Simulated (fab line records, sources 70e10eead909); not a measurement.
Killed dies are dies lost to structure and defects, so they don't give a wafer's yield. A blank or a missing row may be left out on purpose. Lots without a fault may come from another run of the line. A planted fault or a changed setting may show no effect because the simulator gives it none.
A struck lot beside a sound one | flow nand_harc | 25 steps out of a route of 1302
Sound: wafers L444.1, L444.3, L444.4. Struck: wafers L453.1, L453.4, L453.6. The cause comes at the end.
At each step with rows: each side's tool, then ch and its chambers, then its first start. Under that, the readings that differ: sound wafers | struck wafers | difference of the means | sigmas: that difference in standard deviations of wafers without a fault.
alike: readings whose means differ by less than 2 such deviations, and words and numbers that are the same on both sides. not compared: withheld readings, readings that some wafer has no value for, bounds like >300 that may hide the same value, and numbers for which the record gives no deviation and whose values overlap.
The two part at a step that has a row with sigmas, a row that says differs or no value, or rows on one side only. Numbers that don't overlap but have no deviation are shown without sigmas and don't part them. A reading that every wafer of one side lacks parts them only if that side has two wafers or more.

first, 1 step without rows for these wafers: NHARC_A_CHANNEL_HOLE_D2_ETCH_38 (etches the open film in CF4, target depth 39 nm, time 65 s).
NHARC_A_CHANNEL_HOLE_D2_ETCH_39: etches the open film in N2/H2, target depth 260 nm, time 325 s.
  sound on rie_diel-01 ch 0,1,3; struck on rie_diel-06 ch 0,1,3
  alike: chamber_pressure_mTorr, drypump_motor_current_A, oes_product_au, rf_vpp_V, showerhead_plenum_p_Torr, throttle_valve_pct
  not compared: rf_hours_counter_h
NHARC_A_CHANNEL_HOLE_D2_ETCH_34: etches the open film in CF4/CHF3, target depth 154 nm, time 77 s.
  sound on rie_diel-01 ch 0,2,3; struck on rie_diel-06 ch 0,1
  reading                        | sound                | struck               | difference | sigmas
  chamber_pressure_mTorr (mTorr) | 25.064 25.036 24.993 | 24.994 24.958 25.000 | -0.047     | -2
  alike: chf3_flow_sccm, drypump_motor_current_A, oes_product_au, rf_vpp_V, showerhead_plenum_p_Torr, throttle_valve_pct
  not compared: rf_hours_counter_h
NHARC_A_CHANNEL_HOLE_D2_ETCH_16: etches the open film in O2/COS, target depth 3100 nm, time 806 s.
  sound on rie_diel-01 ch 0,1,2; struck on rie_diel-06 ch 0,1,3
  alike: chamber_pressure_mTorr, cos_flow_sccm, drypump_motor_current_A, oes_product_au, rf_vpp_V, showerhead_plenum_p_Torr, throttle_valve_pct
  not compared: rf_hours_counter_h
NHARC_A_CHANNEL_HOLE_D2_CD_MEAS_18:
  sound on cd_sem-01, day 13 16:17; struck on cd_sem-02, day 17 00:26
  alike: cd_nm
then, 6 steps without rows for these wafers: NHARC_A_CHANNEL_HOLE_D2_ETCH_19 (etches the open film in C4F8/O2/Ar, time 34.5 s); NHARC_A_CHANNEL_HOLE_D2_ETCH_20 (etches the open film in C4F8/O2/Ar, time 361.9 s, target depth 1600 nm); NHARC_A_CHANNEL_HOLE_D2_ETCH_21 (etches the open film in C4F8/O2/Ar, time 514.3 s, target depth 1600 nm); NHARC_A_CHANNEL_HOLE_D2_ETCH_22 (etches the open film in C4F8/O2/Ar, time 666.7 s, target depth 1600 nm); NHARC_A_CHANNEL_HOLE_D2_ETCH_23 (etches the open film in C4F8/O2/Ar, time 819 s, target depth 1600 nm); NHARC_A_CHANNEL_HOLE_D2_ETCH_24 (etches the open film in C4F8/O2/Ar, time 906.2 s, target depth 1500 nm).
NHARC_A_CHANNEL_HOLE_D2_ETCH_25: etches the open film in C4F8/O2/Ar, time 1040.2 s, target depth 1500 nm.
  sound on har_etch-01 ch 0,1, day 13 19:29; struck on har_etch-01 ch 0,1, day 17 07:40
  alike: chamber_pressure_mTorr, drypump_motor_current_A, showerhead_plenum_p_Torr, throttle_valve_pct
  not compared: rf_hours_counter_h
NHARC_A_CHANNEL_HOLE_D2_ETCH_26: etches the open film in C4F8/O2/Ar, time 224.1 s, target depth 300 nm.
  sound on har_etch-01 ch 0,1, day 13 20:22; struck on har_etch-01 ch 0,1, day 17 08:33
  alike: chamber_pressure_mTorr, drypump_motor_current_A, showerhead_plenum_p_Torr, throttle_valve_pct
  not compared: rf_hours_counter_h
then, 4 steps without rows for these wafers: NHARC_A_CHANNEL_HOLE_D2_ETCH_27 (etches the open film in C4F8/O2/Ar, time 90 s, target depth 400 nm); NHARC_A_CHANNEL_HOLE_D2_STRIP_41 (strips in N2/H2); NHARC_A_CHANNEL_HOLE_D2_STRIP_42 (strips in CF4/CHF3); NHARC_A_CHANNEL_HOLE_D2_STRIP_43 (strips in O2/COS).
NHARC_A_CHANNEL_HOLE_D2_ETCH_44: etches the open film in CF4/O2, target depth 140 nm, overetch 14 nm, time 77 s.
  sound on rie_diel-01 ch 0,2,3, day 13 21:19; struck on rie_diel-02 ch 1,2,3, day 17 09:31
  alike: chamber_pressure_mTorr, drypump_motor_current_A, oes_o_777_au, oes_product_au, rf_vpp_V, showerhead_plenum_p_Torr, throttle_valve_pct
  not compared: rf_hours_counter_h
then, 3 steps without rows for these wafers: NHARC_A_CHANNEL_HOLE_D2_STRIP_28 (strips in O2); NHARC_A_CHANNEL_HOLE_D2_PRECLEAN_29 (cleans in SC1); NHARC_A_CHANNEL_HOLE_D2_SRD_30.
NHARC_A_CHANNEL_HOLE_D2_CD_MEAS_31:
  sound on cd_sem-01, day 13 22:07; struck on cd_sem-01, day 17 10:19
  alike: cd_nm
then, 1 step without rows for these wafers: NHARC_A_CHANNEL_HOLE_D2_XSEM_32.
NHARC_A_CHANNEL_HOLE_D2_INSPECT_40:
  sound on defect_inspect-02, day 13 22:19; struck on defect_inspect-01, day 17 10:41
  reading          | sound       | struck         | difference | sigmas
  raw_defect_count | 428 335 291 | 1518 1509 1473 | +1149      | +15
  not compared: hold
-- the record jumps here: 12 days lie between the struck wafers' starts before and after (it left off in module A_CHANNEL_HOLE_D2 and takes up again in module END, whose first step shown is number 1302 of the route) --
NHARC_END_SORT_01:
  the record has rows for the struck wafers here (prober-02 ch 0, day 29 09:43) and none for the sound ones

WHERE THEY PART
First at NHARC_A_CHANNEL_HOLE_D2_ETCH_34; last, within this record, at NHARC_END_SORT_01.

WHY: what the simulator had put in
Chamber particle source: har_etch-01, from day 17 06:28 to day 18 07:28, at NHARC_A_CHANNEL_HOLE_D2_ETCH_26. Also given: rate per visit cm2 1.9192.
